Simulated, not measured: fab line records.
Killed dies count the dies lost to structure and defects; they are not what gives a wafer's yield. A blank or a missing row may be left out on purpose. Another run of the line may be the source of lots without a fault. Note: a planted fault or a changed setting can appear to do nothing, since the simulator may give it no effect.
Which tool was responsible? ; flow nand harc ; 13 lots, 37 wafers sampled, at 6 steps of a route of 1302

WHAT THE GAUGES READ, wafer by wafer
NHARC_A_ZERO_WELL_INSPECT_17. Usual: raw defect count reads 9 (standard deviation 6).
lot;measured;on;raw defect count;flag
L130;day 6 20:23;defect inspect-02;9 10 9;
L131;day 7 10:51;defect inspect-01;10 11 12;
L132;day 7 13:08;defect inspect-01;1 8 4;
L133;day 8 00:11;defect inspect-02;20 24 25;
L134;day 8 14:37;defect inspect-01;8 5 14;
L135;day 8 19:55;defect inspect-01;2 3 3;
L136;day 9 07:33;defect inspect-02;16 11 4;
L140;day 11 04:20;defect inspect-01;7 3 5;
L146;day 13 13:07;defect inspect-01;8;
L148;day 14 06:37;defect inspect-01;12 4 13;
L149;day 14 17:34;defect inspect-02;18 6 5;
L151;day 15 13:08;defect inspect-01;22 16 27;
L153;day 16 06:03;defect inspect-02;12 15 16;

NHARC_A_SOURCE_PLATE_INSPECT_08. Usual: raw defect count reads 56 (standard deviation 24).
lot;measured;on;raw defect count;flag
L130;day 7 15:45;defect inspect-01;78 23 66;
L131;day 8 07:06;defect inspect-02;66 49 73;
L132;day 8 07:06;defect inspect-01;54 32 30;
L133;day 8 20:40;defect inspect-01;72 49 65;
L134;day 9 11:10;defect inspect-02;38 58 33;
L135;day 9 20:34;defect inspect-01;44 33 21;
L136;day 10 03:04;defect inspect-01;77 34 60;
L140;day 12 02:05;defect inspect-02;74 38 37;
L146;day 14 11:43;defect inspect-01;565 572;OFF
L148;day 15 03:59;defect inspect-01;93 49 49;
L149;day 15 12:53;defect inspect-02;40 32 46;
L151;day 16 08:58;defect inspect-01;40 49 90;
L153;day 17 03:15;defect inspect-02;55 80 91;

NHARC_A_ONON_D1_THK_MEAS_18: measures by ellipsometry. Usual: thk nm reads 999 nm (standard deviation 11).
lot;measured;on;thk nm (nm);flag
L130;day 8 02:29;film metro-01;989 991 995;
L131;day 8 17:43;film metro-02;1009 1008 1011;
L132;day 8 17:43;film metro-01;1011 1013 1014;
L133;day 9 07:47;film metro-01;983 983 982;
L134;day 9 21:33;film metro-01;987 984 986;
L135;day 10 07:30;film metro-01;982 984 982;
L136;day 10 13:49;film metro-01;988 987 988;
L140;day 12 13:10;film metro-01;1007 1007 1009;
L146;day 14 22:19;film metro-02;985;
L148;day 15 15:36;film metro-02;1001 1002 1002;
L149;day 16 00:34;film metro-01;990 991 989;
L151;day 16 22:11;film metro-01;1002 1002 1001;
L153;day 17 16:02;film metro-02;1010 1009 1011;

NHARC_END_SORT_01. Usual: killed at array 56, standard deviation 19; killed at other 0.6, standard deviation 1; killed at periphery 3.9, standard deviation 2.7; killed dies 61, standard deviation 19; killed open 3.3, standard deviation 1.9; killed short 2.4, standard deviation 1.7.
lot;measured;on;killed at array;killed at other;killed at periphery;killed dies;killed open;killed short;flag
L146;day 30 21:49;prober-02;168;1;6;175;1;3;OFF

EACH LOT AND THE TOOL THAT RAN IT (in order: tool; ch and the chambers of the sampled wafers; start)
lot;NHARC_A_ZERO_WELL_ETCH_13;NHARC_A_SOURCE_PLATE_PVD_04
L130;rie si-05 ch 2,3, day 6 19:17;pvd sputter-03, day 7 03:17
L131;rie si-01 ch 0,2, day 7 09:46;pvd sputter-02, day 7 18:13
L132;rie si-06 ch 0,1, day 7 12:02;pvd sputter-03, day 7 18:13
L133;rie si-06 ch 0,2, day 7 23:06;pvd sputter-01, day 8 07:32
L134;rie si-06 ch 2,3, day 8 13:31;pvd sputter-01, day 8 22:10
L135;rie si-05 ch 0,2,3, day 8 18:49;pvd sputter-01, day 9 04:16
L136;rie si-05 ch 0,3, day 9 06:27;pvd sputter-01, day 9 14:29
L140;rie si-01 ch 0,3, day 11 03:14;pvd sputter-03, day 11 13:35
L146;rie si-06 ch 1, day 13 12:01;pvd sputter-03, day 13 21:49
L148;rie si-01 ch 0,1, day 14 05:31;pvd sputter-02, day 14 15:05
L149;rie si-06 ch 0,1,2, day 14 16:28;pvd sputter-01, day 15 00:27
L151;rie si-06 ch 0,2, day 15 12:03;pvd sputter-01, day 15 20:22
L153;rie si-05 ch 0,3, day 16 04:58;pvd sputter-01, day 16 14:51
- NHARC_A_ZERO_WELL_ETCH_13: etches the open film in HBr/Cl2, target depth 120 nm, time 40.1 s.
- NHARC_A_SOURCE_PLATE_PVD_04: deposits WSi2, target thk 50 nm.

WHAT THE TOOLS THEMSELVES READ (means of the sampled wafers that have a number; where no wafer has one, the mark that the record gives instead)
NHARC_A_ZERO_WELL_ETCH_13. Usual: chamber pressure mTorr 15.000 mTorr, standard deviation 0.014; drypump motor current A 5.6 A, standard deviation 0.52; mfc cl2 sccm 49.97 sccm, standard deviation 0.14; oes product au 1.003 a.u., standard deviation 0.014; throttle valve pct 26.406 %, standard deviation 0.0085.
lot;tool;chamber pressure mTorr (mTorr);drypump motor current A (A);mfc cl2 sccm (sccm);oes product au (a.u.);throttle valve pct (%);flag
L130;rie si-05;14.989;5.3;49.94;0.997;26.414;
L131;rie si-01;14.997;5.9;49.99;1.009;26.407;
L132;rie si-06;14.989;6.1;49.82;1.003;26.405;
L133;rie si-06;14.987;5.4;49.99;0.985;26.411;
L134;rie si-06;15.001;4.9;50.10;0.981;26.409;
L135;rie si-05;15.010;5.4;49.88;1.010;26.404;
L136;rie si-05;15.006;5.2;49.96;1.013;26.405;
L140;rie si-01;14.997;5.3;50.05;0.990;26.403;
L146;rie si-06;14.983;6.5;50.06;1.011;26.400;
L148;rie si-01;14.997;5.9;49.91;1.017;26.422;
L149;rie si-06;14.995;5.9;49.96;1.018;26.402;
L151;rie si-06;15.010;5.7;50.01;1.010;26.399;
L153;rie si-05;14.996;5.2;49.95;1.003;26.396;

THE ANSWER, worked out from the rows above alone
Rule: a lot counts as off when the mean over its wafers that have a number is more than 3 standard deviations away from the usual mean. Also off: a lot with no number at a reading for which 4 or more lots have one. Where the step has rows for the other lots, those lots are counted as sound. After the gauges, taken in route order, come the tools' own readings; for these a lot's mean is taken, as printed above. At the first step where some lot is off, the reading lying furthest off is the one used; lots without a number count as furthest.
Off, at NHARC_A_SOURCE_PLATE_INSPECT_08 on raw defect count: L146.
A tool fits if, at a process step before that reading, it ran every lot that is off, and no sound lot after the first of them. The gauges at NHARC_A_SOURCE_PLATE_INSPECT_08 aren't tried: what is off there is off at NHARC_END_SORT_01 too, on other tools, and a gauge's error can't cause that. One fits: NHARC_A_SOURCE_PLATE_PVD_04 on pvd sputter-03. Its last sound lot is L140 (day 11 13:35), its first lot that is off L146 (day 13 21:49): a fault that began between those two fits.

WHAT WAS PUT IN BY THE SIMULATOR
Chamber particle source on pvd sputter-03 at NHARC_A_SOURCE_PLATE_PVD_04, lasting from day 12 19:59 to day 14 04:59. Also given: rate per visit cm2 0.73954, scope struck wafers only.
Shown lots that were struck: L146. The rule given above showed the same thing.
